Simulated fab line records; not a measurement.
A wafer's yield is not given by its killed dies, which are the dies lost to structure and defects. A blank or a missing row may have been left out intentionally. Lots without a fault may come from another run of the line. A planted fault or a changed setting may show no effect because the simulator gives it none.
fab line records | flow n5_finfet
record: lots: 7 wafers: 21
route steps=1938 shown BEOL_M0_CUTY@713 BEOL_M2@881 BEOL_M4@1026 BEOL_M5@1154 BEOL_M6@1212 BEOL_M7@1269
start_h: the number of hours between the record's first day and the start of the first shown wafer of the lot | wait_h: hours since the lot's step before | " identical to the entry in the row above | L1.1+2: one row covering several wafers at once | - no value, or no start given | * or withheld: withheld | < > ~ a bound
route shown NAME@n: names a module that has steps shown in the file, with the first one's number in the route | usual: mean and standard deviation over wafers with no fault | same: alike in all rows | chamber/n: place in a boat | sites: per-site readings | _std_site: how widely they spread, as a standard deviation | _edge_site: mean of outer sites minus mean of inner sites | radius_mm: how far each site lies from the wafer's centre | mask NAME#n: copy n | behind: the last tool/chamber to shape the wafer | hold: reason for holding the lot/hours on hold/outcome of the hold | device: the transistor (n, p or np) that didn't switch | end of line: at the end of the route, the tests of the same wafers | for a step that has no rows: nothing shown but its recipe | killed: at the first sort, the dies lost to defects and structure; wafer yield is something else | map: shows each die of a wafer: x if killed, . if not, _ if none is there
set.NAME: the setting that was run; set.NAME@STEP: the one run at that earlier step | model.NAME: the simulator's own value behind a step, which no gauge read
lots where settings were altered on purpose, with a table for each step and a row for each wafer
== steps ==
step: N5_BEOL_M0_CUTY_ETCH_63
recipe: chemistry: N2/H2 target: SOC target_depth_a: 827 overetch_a: 165 mask_material: SiARC temp_c: 40 ion_energy_ev: 200 time_s: 124 pressure_mtorr: 30 source_w: 840 bias_w: 150 n2_flow_sccm: 200 h2_flow_sccm: 200
usual: rf_vpp_V: 525.3/2.3
columns lot.wafer tool chamber start_h wait_h set.source_w rf_vpp_V
L076.1 rie_diel-05 3 128.86 0.0 984.6 498.3
L076.5 " 3 " " 984.6 498.4
L076.6 " 0 " " 840 522.6
L080.2 rie_diel-05 3 160.12 0.0 840 524.4
L080.4 " 1 " " 886.5 516.1
L080.5 " 0 " " 886.5 512.9
L081.2 rie_diel-05 1 161.34 0.0 776.1 540.6
L081.3 " 0 " " 840 522.2
L081.4 " 3 " " 776.1 539.6
L084.3 rie_diel-01 2 177.23 0.0 840 524.7
L084.5 " 2 " " 722.2 550.6
L084.6 " 1 " " 840 528.6
L091.1 rie_diel-01 0 223.18 0.0 840 529.0
L091.4 " 1 " " 840 529.0
L091.5 " 1 " " 840 528.0
L093.3 rie_diel-02 0 234.89 0.0 840 524.0
L093.5 " 0 " " 840 523.9
L093.6 " 1 " " 840 527.4
L094.1 rie_diel-02 1 237.78 0.0 980.3 499.4
L094.2 " 2 " " 840 526.5
L094.5 " 0 " " 840 524.6
step: N5_BEOL_M2_ETCH_69
recipe: chemistry: CF4 target: SiARC target_depth_a: 156 mask_material: CAR-EUV time_s: 26 ion_energy_ev: 80 pressure_mtorr: 40 source_w: 545 bias_w: 36 Ar_flow_sccm: 100 cf4_flow_sccm: 100 ends: cleared
usual: rf_vpp_V: 184.5/1
columns lot.wafer tool chamber start_h wait_h set.bias_w rf_vpp_V
L076.1 rie_diel-02 1 152.77 0.0 36 184.6
L076.5 " 0 " " 36 184.3
L076.6 " 1 " " 36 185.3
L080.2 rie_diel-05 3 175.43 0.0 36 184.6
L080.4 " 2 " " 41.81 204.5
L080.5 " 3 " " 41.81 203.6
L081.2 rie_diel-05 2 179.67 0.0 36 183.9
L081.3 " 0 " " 36 183.7
L081.4 " 1 " " 32.63 173.5
L084.3 rie_diel-01 2 195.61 0.0 36 184.2
L084.5 " 3 " " 36 184.3
L084.6 " 1 " " 39.13 194.6
L091.1 rie_diel-02 3 243.36 0.0 36 184.8
L091.4 " 1 " " 36 184.2
L091.5 " 3 " " 36 184.5
L094.1 rie_diel-02 1 256.81 0.0 39.54 196.3
L094.2 " 0 " " 36 186.4
L094.5 " 0 " " 36 184.8
L093.3 rie_diel-05 2 257.66 0.0 36 183.9
L093.5 " 1 " " 36 185.2
L093.6 " 0 " " 36 183.7
step: N5_BEOL_M4_COAT_62
recipe: resist: SiARC temp_c: 220 time_s: 60 spin_rpm: 1500 resist_thk_nm: 12
columns lot.wafer tool chamber start_h wait_h set.spin_rpm
L076.1+5+6 litho_track-03 0 - - 1500
L080.2+4+5 litho_track-05 0 - - 1500
L081.2+3 litho_track-02 0 - - 1500
L081.4 " 0 " " 1627
L084.3 litho_track-02 0 - - 1420
L084.5+6 " 0 " " 1500
L091.1+4+5 litho_track-03 0 - - 1500
L094.1+2 litho_track-05 0 - - 1500
L094.5 " 0 " " 1547
L093.3+5+6 litho_track-05 0 - - 1500
step: N5_BEOL_M4_COAT_73
recipe: resist: underlayer temp_c: 205 time_s: 60 spin_rpm: 1500 resist_thk_nm: 5
step: N5_BEOL_M4_COAT_05
recipe: resist: CAR-EUV spin_rpm: 1500 resist_thk_nm: 30
step: N5_BEOL_M4_DESCUM_16
recipe: chemistry: O2 time_s: 7 source_power_w: 50 bias_power_w: 20 pressure_mtorr: 20 rf_frequency_hz: 2.712e+07 temp_c: 40 resist: CAR-EUV o2_flow_sccm: 225
step: N5_BEOL_M4_ETCH_74
recipe: chemistry: N2/H2 target: underlayer target_depth_a: 65 mask_material: CAR-EUV time_s: 5.2 ion_energy_ev: 200 pressure_mtorr: 30 source_w: 840 bias_w: 150 n2_flow_sccm: 200 h2_flow_sccm: 200 ends: cleared
step: N5_BEOL_M4_ETCH_63
recipe: chemistry: CF4 target: SiARC target_depth_a: 156 mask_material: CAR-EUV time_s: 26 ion_energy_ev: 80 pressure_mtorr: 40 source_w: 545 bias_w: 36 Ar_flow_sccm: 100 cf4_flow_sccm: 100 ends: cleared
columns lot.wafer tool chamber start_h wait_h set.spin_rpm@BEOL_M4_COAT_62 model.etch.depth_nm
L076.1 rie_diel-02 3 177.60 0.0 1500 11.99
L076.5 " 3 " " 1500 12.04
L076.6 " 2 " " 1500 12.01
L080.2 rie_diel-02 2 200.48 0.0 1500 11.94
L080.4 " 0 " " 1500 11.93
L080.5 " 3 " " 1500 11.95
L081.2 rie_diel-01 2 205.24 0.0 1500 12.01
L081.3 " 1 " " 1500 12.02
L081.4 " 2 " " 1627 11.56
L084.3 rie_diel-05 3 218.33 0.0 1420 12.3
L084.5 " 3 " " 1500 12
L084.6 " 0 " " 1500 12.03
L091.1 rie_diel-01 0 264.17 0.0 1500 12.02
L091.4 " 1 " " 1500 12.01
L091.5 " 1 " " 1500 12
L094.1+2 rie_diel-02 1,2 279.82 0.0 1500 11.98
L094.5 " 2 " " 1547 11.79
L093.3+6 rie_diel-05 2,1 282.41 0.0 1500 12
L093.5 " 0 " " 1500 12.02
step: N5_BEOL_M5_ETCH_68
recipe: chemistry: N2/H2 target: SOC target_depth_a: 800 overetch_a: 160 mask_material: SiARC temp_c: 40 time_s: 120 ion_energy_ev: 200 pressure_mtorr: 30 source_w: 840 bias_w: 150 n2_flow_sccm: 200 h2_flow_sccm: 200
usual: rf_vpp_V: 523/3.2
columns lot.wafer tool chamber start_h wait_h set.bias_w rf_vpp_V model.SiARC_of_BEOL_M5_COAT_66.thk_nm
L076.1 rie_diel-04 0 189.04 0.0 150 521 6.4
L076.5 " 1 " " 150 528 7
L076.6 " 2 " " 169.6 568 5.4
L080.2 rie_diel-03 0 217.09 0.0 128.9 477 7.2
L080.4 " 0 " " 128.9 477 7.4
L080.5 " 0 " " 150 525 6.2
L081.2 rie_diel-04 0 219.20 0.0 130.2 475 7.4
L081.3 " 2 " " 150 525 6.2
L081.4 " 3 " " 130.2 475 7.4
L084.3 rie_diel-06 3 236.39 0.0 150 520 6.6
L084.5 " 2 " " 150 526 6.4
L084.6 " 3 " " 150 521 6.6
L091.1 rie_diel-06 3 291.65 0.0 150 518 6.6
L091.4 " 2 " " 150 525 6.4
L091.5 " 1 " " 150 522 6.4
L094.1 rie_diel-04 0 294.90 0.0 160.7 543 6
L094.2 " 2 " " 160.7 548 5.6
L094.5 " 0 " " 150 520 6.6
L093.3 rie_diel-06 0 300.11 0.0 150 529 6.2
L093.5 " 0 " " 168.6 569 5.4
L093.6 " 3 " " 168.6 561 5.8
step: N5_BEOL_M5_TRENCH_ETCH_37
recipe: chemistry: C4F6/O2 target_depth_a: 716.52 target: SiCOH_lowk time_s: 24.7 ion_energy_ev: 250 pressure_mtorr: 30 source_w: 345 bias_w: 185 Ar_flow_sccm: 300 C4F6_flow_sccm: 10 O2_flow_sccm: 10
columns lot.wafer tool chamber start_h wait_h set.time_s model.etch.depth_nm model.BEOL_M5.feature_depth_nm
L076.1 rie_diel-04 0 - - 28.01 81.33 81.4
L076.5 " 1 " " 24.7 67.67 67.6
L076.6 " 2 " " 28.01 80.24 80.2
L080.2 rie_diel-03 0 - - 24.7 72.5 72.4
L080.4 " 0 " " 29.31 86.82 86.8
L080.5 " 0 " " 29.31 86.85 86.8
L081.2 rie_diel-04 0 - - 21.06 60.33 60.4
L081.3 " 2 " " 24.7 71.95 72
L081.4 " 3 " " 24.7 70.81 70.8
L084.3 rie_diel-06 3 - - 27.09 77.61 77.6
L084.5 " 2 " " 24.7 71.51 71.6
L084.6 " 3 " " 27.09 77.87 77.8
L091.1 rie_diel-06 3 - - 24.7 70.36 70.4
L091.4 " 2 " " 24.7 71.04 71
L091.5 " 1 " " 24.7 71.95 72
L094.1 rie_diel-04 0 - - 20.12 57.71 57.8
L094.2 " 2 " " 24.7 72.18 72.2
L094.5 " 0 " " 24.7 70.89 70.8
L093.3 rie_diel-06 0 - - 24.7 73.2 73.2
L093.5 " 0 " " 26.5 79.66 79.6
L093.6 " 3 " " 26.5 76.13 76.2
step: N5_BEOL_M5_ETCH_41
recipe: chemistry: CH3F/O2 target: SiCN target_depth_a: 315 taper_deg: 2 time_s: 56.7 ion_energy_ev: 120 mask_material: TiN pressure_mtorr: 30 source_w: 395 bias_w: 75 Ar_flow_sccm: 150 CH3F_flow_sccm: 30 O2_flow_sccm: 20
step: N5_BEOL_M5_STRIP_91
recipe: chemistry: N2/H2 time_s: 10 power_w: 450 temp_c: 40 pressure_mtorr: 20 rf_frequency_hz: 6e+07 bias_power_w: 7 n2_flow_sccm: 200 h2_flow_sccm: 200
step: N5_BEOL_M5_OCD_MEAS_38
usual: trench_depth_nm: 71.4/1.7
columns lot.wafer tool chamber start_h wait_h set.time_s@BEOL_M5_TRENCH_ETCH_37 trench_depth_nm
L076.1 ocd-01 - 189.38 - 28.01 80.9
L076.5 " - " " 24.7 68.1
L076.6 " - " " 28.01 80.4
L080.2 ocd-02 - 217.59 - 24.7 72.9
L080.4 " - " " 29.31 87.4
L080.5 " - " " 29.31 87.1
L081.2 ocd-02 - 219.54 - 21.06 60.1
L081.3 " - " " 24.7 71.4
L081.4 " - " " 24.7 71.1
L084.3 ocd-02 - 236.73 - 27.09 77.8
L084.5 " - " " 24.7 71.5
L084.6 " - " " 27.09 77.9
L091.1 ocd-01 - 291.99 - 24.7 69.8
L091.4 " - " " 24.7 70.7
L091.5 " - " " 24.7 71.9
L094.1 ocd-01 - 295.24 - 20.12 57.8
L094.2 " - " " 24.7 72.6
L094.5 " - " " 24.7 70.6
L093.3 ocd-02 - 300.45 - 24.7 73.2
L093.5 " - " " 26.5 80.1
L093.6 " - " " 26.5 75.6
step: N5_BEOL_M5_HM_STRIP_39
recipe: chemistry: peroxide_tin_strip material: TiN target_depth_a: 250 temp_c: 50 time_s: 158
step: N5_BEOL_M5_SRD_40
recipe: time_s: 30 temp_c: 23 rinse_liquid: diw dry: ipa_marangoni
step: N5_BEOL_M5_ECD_50
recipe: material: Cu target_thk_a: 3000
step: N5_BEOL_M5_ANNEAL_51
recipe: temp_c: 225 time_s: 90 ambient: N2
step: N5_BEOL_M5_CMP_52
recipe: stop_on: SiCOH_lowk t_overpolish_s: 6.9 down_force_psi: 1 platen_rpm: 50 clearing_platen_down_force_psi: 1.5 clearing_platen_rpm: 50 post_cmp_clean: cu_alkaline target_thk_nm: 62 clearing_platen_pad_velocity_m_s: 0.99484 pad_velocity_m_s: 0.99484
columns lot.wafer tool chamber start_h wait_h set.time_s@BEOL_M5_TRENCH_ETCH_37 model.Cu_of_BEOL_M5_ECD_50.thk_nm
L076.1 cmp-03 2 197.45 0.3 28.01 70.8
L076.6 " 2 " " 28.01 69.4
L076.5 " 3 " " 24.7 57.4
L080.2 cmp-02 0 225.43 0.3 24.7 62.4
L080.4 " 1 " " 29.31 76.4
L080.5 " 3 " " 29.31 76.2
L081.3 cmp-03 1 226.57 0.2 24.7 62.4
L081.4 " 2 " " 24.7 63.4
L081.2 " 3 " " 21.06 51.6
L084.3 cmp-01 2 243.17 0.2 27.09 66.4
L084.5 " 0 " " 24.7 62.6
L084.6 " 1 " " 27.09 66.8
L091.1 cmp-02 2 299.67 0.3 24.7 62.6
L091.4 " 1 " " 24.7 60.2
L091.5 " 3 " " 24.7 62
L094.2 cmp-03 1 303.49 0.2 24.7 62
L094.1 " 2 " " 20.12 49
L094.5 " 0 " " 24.7 61.8
L093.3 cmp-03 1 307.03 0.2 24.7 63
L093.5 " 1 " " 26.5 69
L093.6 " 2 " " 26.5 67.4
step: N5_BEOL_M5_THK_MEAS_53
recipe: thk_meas_gauge: xrf reads: Cu_of_BEOL_M5_ECD_50
usual: M5_THK: 61.8/2.1
columns lot.wafer tool chamber start_h wait_h set.time_s@BEOL_M5_TRENCH_ETCH_37 M5_THK[nm]
L076.1 film_metro-01 - 197.74 - 28.01 70.6
L076.5 " - " " 24.7 57.5
L076.6 " - " " 28.01 69.2
L080.2 film_metro-02 - 225.64 - 24.7 63.1
L080.4 " - " " 29.31 77.2
L080.5 " - " " 29.31 77.1
L081.2 film_metro-01 - 226.86 - 21.06 51.3
L081.3 " - " " 24.7 62.0
L081.4 " - " " 24.7 63.5
L084.3 film_metro-01 - 243.39 - 27.09 66.6
L084.5 " - " " 24.7 62.9
L084.6 " - " " 27.09 66.7
L091.1 film_metro-01 - 299.97 - 24.7 62.6
L091.4 " - " " 24.7 60.4
L091.5 " - " " 24.7 61.9
L094.1 film_metro-01 - 303.74 - 20.12 49.3
L094.2 " - " " 24.7 62.4
L094.5 " - " " 24.7 62.3
L093.3 film_metro-01 - 307.32 - 24.7 62.7
L093.5 " - " " 26.5 68.6
L093.6 " - " " 26.5 66.9
step: N5_BEOL_M5_PRE_CLEAN_77
recipe: gas: NH3/H2 time_s: 15 temp_c: * rf_power_w: 300
step: N5_BEOL_M5_CO_CAP_78
recipe: material: Co target_thk_a: 20 temp_c: 200 precursor: CCTBA/H2 pressure_torr: 30 time_s: 102.1
step: N5_BEOL_M5_PRE_CLEAN_55
recipe: gas: NH3 time_s: 15 temp_c: withheld rf_power_w: 300
step: N5_BEOL_M5_DEP_56
recipe: material: SiCN target_thk_a: 80 temp_c: withheld precursor: 3MS/NH3 pressure_torr: 3 rf_w: 202 time_s: 14
step: N5_BEOL_M5_RS_MEAS_57
recipe: thk_meas_gauge: four-point-probe reads: Co_of_BEOL_M5_CO_CAP_78+Cu_of_BEOL_M5_ECD_50+Co_of_BEOL_M5_CVD_47+TaN_of_BEOL_M5_ALD_86
usual: M5_RS: 0.391/0.016
columns lot.wafer tool chamber start_h wait_h set.time_s@BEOL_M5_TRENCH_ETCH_37 M5_RS[ohm/sq]
L076.1 film_metro-01 - 198.01 0.0 28.01 0.331
L076.5 " - " " 24.7 0.426
L076.6 " - " " 28.01 0.338
L080.2 film_metro-01 - 225.93 0.1 24.7 0.383
L080.4 " - " " 29.31 0.301
L080.5 " - " " 29.31 0.302
L081.2 film_metro-02 - 227.14 0.1 21.06 0.484
L081.3 " - " " 24.7 0.384
L081.4 " - " " 24.7 0.376
L084.3 film_metro-02 - 243.65 0.1 27.09 0.357
L084.5 " - " " 24.7 0.382
L084.6 " - " " 27.09 0.353
L091.1 film_metro-01 - 300.23 0.0 24.7 0.382
L091.4 " - " " 24.7 0.401
L091.5 " - " " 24.7 0.386
L094.1 film_metro-02 - 304.01 0.0 20.12 0.517
L094.2 " - " " 24.7 0.386
L094.5 " - " " 24.7 0.387
L093.3 film_metro-01 - 307.58 0.1 24.7 0.379
L093.5 " - " " 26.5 0.340
L093.6 " - " " 26.5 0.349
step: N5_BEOL_M6_ETCH_62
recipe: chemistry: N2/H2 target: SOC target_depth_a: 1100 overetch_a: 220 mask_material: SiARC temp_c: 40 time_s: 165 ion_energy_ev: 200 pressure_mtorr: 30 source_w: 840 bias_w: 150 n2_flow_sccm: 200 h2_flow_sccm: 200
usual: rf_vpp_V: 525.0/2.4
columns lot.wafer tool chamber start_h wait_h set.bias_w rf_vpp_V
L076.1 rie_diel-01 3 200.49 0.0 150 523.7
L076.5 " 1 " " 150 530.0
L076.6 " 2 " " 164.9 557.4
L080.2 rie_diel-05 0 227.56 0.0 150 522.1
L080.4 " 0 " " 150 521.7
L080.5 " 1 " " 150 526.7
L081.2 rie_diel-02 3 229.76 0.0 150 523.7
L081.3 " 1 " " 150 529.9
L081.4 " 2 " " 140.9 506.0
L084.3 rie_diel-01 2 246.22 0.0 150 523.0
L084.5 " 2 " " 160.3 545.3
L084.6 " 1 " " 150 528.1
L091.1 rie_diel-01 3 301.98 0.0 150 523.1
L091.4 " 0 " " 150 529.5
L091.5 " 1 " " 150 527.8
L094.1 rie_diel-05 3 305.58 0.0 131.5 482.1
L094.2 " 1 " " 131.5 484.4
L094.5 " 2 " " 131.5 483.4
L093.3 rie_diel-05 1 308.99 0.0 136.1 495.0
L093.5 " 2 " " 136.1 494.0
L093.6 " 3 " " 150 524.6
step: N5_BEOL_M6_EXPOSE_25
recipe: mask_id: V5 na: 0.33 source_shape: annular sigma_inner: 0.4 sigma_outer: 0.8 polarization: unpolarized target_cd_nm: 40 dose_mj: 45
columns lot.wafer tool chamber start_h wait_h mask set.dose_mj
L076.1+5+6 euv_scanner-02 0 202.08 - V5#0 45
L080.2+4+5 euv_scanner-01 0 228.11 - V5#0 45
L081.2+3+4 euv_scanner-01 0 231.83 - V5#0 45
L084.3 euv_scanner-01 0 247.00 - V5#0 41.93
L084.5+6 " 0 " " V5#0 45
L091.1+4+5 euv_scanner-02 0 305.19 - V5#0 45
L093.3+6 euv_scanner-02 0 310.77 - V5#0 43.04
L093.5 " 0 " " V5#0 45
L094.1+2+5 euv_scanner-02 0 310.90 - V5#0 45
step: N5_BEOL_M6_PEB_26
recipe: peb_temp_c: 100 peb_time_s: 60 resist: CAR-EUV
step: N5_BEOL_M6_DEVELOP_27
recipe: develop_time_s: 30 developer: TMAH resist: CAR-EUV rinse_liquid: surfactant_rinse dry: air_spin dev_temp_c: 23
step: N5_BEOL_M6_CD_MEAS_28
recipe: target_cd_nm: 40 landing_energy_ev: 500 detector: se_inlens
usual: cd_nm: 40.02/0.3
columns lot.wafer tool chamber start_h wait_h set.dose_mj@BEOL_M6_EXPOSE_25 cd_nm
L076.1 cd_sem-02 0 202.21 - 45 40.42
L076.5 " 0 " " 45 39.91
L076.6 " 0 " " 45 39.84
L080.2 cd_sem-02 0 228.24 - 45 39.56
L080.4 " 0 " " 45 39.47
L080.5 " 0 " " 45 40.07
L081.2 cd_sem-02 0 231.96 - 45 40.38
L081.3 " 0 " " 45 40.24
L081.4 " 0 " " 45 40.37
L084.3 cd_sem-03 0 247.12 - 41.93 38.29
L084.5 " 0 " " 45 39.93
L084.6 " 0 " " 45 40.12
L091.1 cd_sem-03 0 305.33 - 45 39.80
L091.4 " 0 " " 45 39.68
L091.5 " 0 " " 45 39.82
L093.3 cd_sem-03 0 310.89 - 43.04 38.52
L093.5 " 0 " " 45 39.99
L093.6 " 0 " " 43.04 38.68
L094.1 cd_sem-01 0 311.03 - 45 39.73
L094.2 " 0 " " 45 39.95
L094.5 " 0 " " 45 39.58
step: N5_BEOL_M6_DESCUM_33
recipe: chemistry: O2 time_s: 7 source_power_w: 50 bias_power_w: 20 pressure_mtorr: 20 rf_frequency_hz: 2.712e+07 temp_c: 40 resist: CAR-EUV o2_flow_sccm: 225
columns lot.wafer tool chamber start_h wait_h set.dose_mj@BEOL_M6_EXPOSE_25 model.BEOL_M6.cd_nm
L076.1+5+6 rie_diel-05 0,3,1 202.34 0.0 45 40
L080.2 rie_diel-01 0 228.36 0.0 45 39.6
L080.4+5 " 2,0 " " 45 39.8
L081.2+3+4 rie_diel-05 0,2,1 232.19 0.1 45 40
L084.3 rie_diel-02 2 247.26 0.0 41.93 38.2
L084.5 " 0 " " 45 40.2
L084.6 " 1 " " 45 40
L091.1 rie_diel-02 2 305.45 0.0 45 40
L091.4+5 " 1,3 " " 45 39.8
L093.3+6 rie_diel-05 1,3 311.01 0.0 43.04 38.8
L093.5 " 2 " " 45 39.6
L094.1+2+5 rie_diel-01 1,0,2 311.27 0.1 45 39.6
step: N5_BEOL_M6_ETCH_72
recipe: chemistry: N2/H2 target: underlayer target_depth_a: 65 mask_material: CAR-EUV time_s: 5.2 ion_energy_ev: 200 pressure_mtorr: 30 source_w: 840 bias_w: 150 n2_flow_sccm: 200 h2_flow_sccm: 200 ends: cleared
columns lot.wafer tool chamber start_h wait_h set.dose_mj@BEOL_M6_EXPOSE_25 model.BEOL_M6.cd_nm
L076.1 rie_diel-05 0 202.37 0.0 45 40.2
L076.5+6 " 3,1 " " 45 40
L080.2 rie_diel-01 0 228.40 0.0 45 39.6
L080.4+5 " 2,0 " " 45 39.8
L081.2 rie_diel-05 0 232.23 0.0 45 40.2
L081.3 " 2 " " 45 40
L081.4 " 1 " " 45 39.8
L084.3 rie_diel-02 2 247.29 0.0 41.93 38.4
L084.5+6 " 0,1 " " 45 40
L091.1 rie_diel-02 2 305.49 0.0 45 40.2
L091.4 " 1 " " 45 40
L091.5 " 3 " " 45 39.8
L093.3 rie_diel-05 1 311.05 0.0 43.04 38.8
L093.5 " 2 " " 45 39.6
L093.6 " 3 " " 43.04 39
L094.1+5 rie_diel-01 1,2 311.30 0.0 45 39.6
L094.2 " 0 " " 45 39.4
step: N5_BEOL_M7_COAT_60
recipe: resist: SiARC temp_c: 220 time_s: 60 spin_rpm: 1500 resist_thk_nm: 35
columns lot.wafer tool chamber start_h wait_h set.spin_rpm model.SiARC_of_BEOL_M7_COAT_60.thk_nm
L076.1+6 litho_track-03 0 - - 1500 35.2
L076.5 " 0 " " 1555 34.4
L080.2+5 litho_track-05 0 - - 1500 35
L080.4 " 0 " " 1439 35.8
L081.2+3+4 litho_track-03 0 - - 1500 35
L084.3+6 litho_track-05 0 - - 1500 35.2
L084.5 " 0 " " 1500 35
L091.1 litho_track-05 0 - - 1500 35
L091.4+5 " 0 " " 1500 35.2
L093.3+5 litho_track-04 0 - - 1500 35
L093.6 " 0 " " 1379 36.4
L094.1+2+5 litho_track-04 0 - - 1500 35
== key ==
split: step: N5_BEOL_M0_CUTY_ETCH_63 setting: source_w stated: 840 by: wafer
response: step: N5_BEOL_M0_CUTY_ETCH_63 reading: rf_vpp_V change: -1.6 per: 1% r: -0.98
split: step: N5_BEOL_M2_ETCH_69 setting: bias_w stated: 36 by: wafer
response: step: N5_BEOL_M2_ETCH_69 reading: rf_vpp_V change: +1.16 per: 1% r: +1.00
split: step: N5_BEOL_M4_COAT_62 setting: spin_rpm stated: 1500 by: wafer
response: step: N5_BEOL_M4_ETCH_63 reading: model.etch.depth_nm change: -0.0541 per: 1% r: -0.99
split: step: N5_BEOL_M5_ETCH_68 setting: bias_w stated: 150 by: wafer
response: step: N5_BEOL_M5_ETCH_68 reading: rf_vpp_V change: +3.39 per: 1% r: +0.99
response: step: N5_BEOL_M5_ETCH_68 reading: model.SiARC_of_BEOL_M5_COAT_66.thk_nm change: -0.0822 per: 1% r: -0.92
split: step: N5_BEOL_M5_TRENCH_ETCH_37 setting: time_s stated: 24.7 by: wafer
response: step: N5_BEOL_M5_TRENCH_ETCH_37 reading: model.etch.depth_nm change: +0.774 per: 1% r: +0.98
response: step: N5_BEOL_M5_TRENCH_ETCH_37 reading: model.BEOL_M5.feature_depth_nm change: +0.773 per: 1% r: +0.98
response: step: N5_BEOL_M5_OCD_MEAS_38 reading: trench_depth_nm change: +0.771 per: 1% r: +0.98
response: step: N5_BEOL_M5_CMP_52 reading: model.Cu_of_BEOL_M5_ECD_50.thk_nm change: +0.738 per: 1% r: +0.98
response: step: N5_BEOL_M5_THK_MEAS_53 reading: M5_THK change: +0.738 per: 1% r: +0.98
response: step: N5_BEOL_M5_RS_MEAS_57 reading: M5_RS change: -0.00584 per: 1% r: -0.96
split: step: N5_BEOL_M6_ETCH_62 setting: bias_w stated: 150 by: wafer
response: step: N5_BEOL_M6_ETCH_62 reading: rf_vpp_V change: +3.14 per: 1% r: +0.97
split: step: N5_BEOL_M6_EXPOSE_25 setting: dose_mj stated: 45 by: wafer
response: step: N5_BEOL_M6_CD_MEAS_28 reading: cd_nm change: +0.274 per: 1% r: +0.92
response: step: N5_BEOL_M6_DESCUM_33 reading: model.BEOL_M6.cd_nm change: +0.251 per: 1% r: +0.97
response: step: N5_BEOL_M6_ETCH_72 reading: model.BEOL_M6.cd_nm change: +0.213 per: 1% r: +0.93
split: step: N5_BEOL_M7_COAT_60 setting: spin_rpm stated: 1500 by: wafer
response: step: N5_BEOL_M7_COAT_60 reading: model.SiARC_of_BEOL_M7_COAT_60.thk_nm change: -0.184 per: 1% r: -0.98
